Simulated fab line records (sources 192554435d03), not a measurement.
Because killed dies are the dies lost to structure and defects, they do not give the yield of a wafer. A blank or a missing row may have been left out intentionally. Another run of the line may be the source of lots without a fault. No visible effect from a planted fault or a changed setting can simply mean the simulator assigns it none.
Which tool was responsible? :: flow n5 finfet :: route of 1938 steps, sampled at 1 step: 12 lots, 36 wafers

## WHAT EACH GAUGE READ, for each wafer
N5_MOL_CONTACT_COAG_CD_MEAS_101 targets a cd of 16 nm.
lot: L075
measured: day 5 14:43
on: cd sem-02
cd nm (nm): 16.1 15.7 15.5

lot: L077
measured: day 6 01:14
on: cd sem-01
cd nm (nm): 16.0 15.9 15.7

lot: L079
measured: day 6 17:32
on: cd sem-01
cd nm (nm): 16.0 15.8 16.6

lot: L081
measured: day 7 01:28
on: cd sem-02
cd nm (nm): 16.2 16.4 16.2

lot: L083
measured: day 7 22:32
on: cd sem-02
cd nm (nm): 16.1 15.5 16.3

lot: L085
measured: day 8 03:16
on: cd sem-03
cd nm (nm): 16.0 16.3 15.2

lot: L088
measured: day 8 19:07
on: cd sem-03
cd nm (nm): 15.7 15.4 16.1

lot: L089
measured: day 9 07:52
on: cd sem-03
cd nm (nm): 16.0 16.2 15.9

lot: L091
measured: day 9 12:43
on: cd sem-03
cd nm (nm): 15.4 15.6 16.3

lot: L093
measured: day 10 11:01
on: cd sem-01
cd nm (nm): 15.8 15.4 16.1

lot: L095
measured: day 10 17:38
on: cd sem-01
cd nm (nm): 16.4 15.7 16.1

lot: L097
measured: day 10 23:53
on: cd sem-01
cd nm (nm): 15.7 16.1 15.2

## WHAT TOOL EACH LOT RAN ON (gives the tool, then ch and the chambers of the sampled wafers, and finally the start)
Before these readings, the record contains no process step.

## THE ANSWER, worked out from the rows above alone
Rule: what is usual is taken from the lots themselves. Put in order of their means at a reading, lots are off if they are a third of the lots or fewer, leave a main group of 4 or more, and stand apart from it by a gap of 3 or more times the standard deviation of the main group's means; of several such gaps the widest counts. The tables above print the reading to a certain number of digits; a main group whose means all agree to those digits is not used. Also off: a lot with no number at a reading for which 4 or more lots have one. Any other lot the step has rows for is counted as sound.
No lot is off on any of the readings shown, so nothing can be concluded from this.

## WHAT THE SIMULATOR HAD PUT IN
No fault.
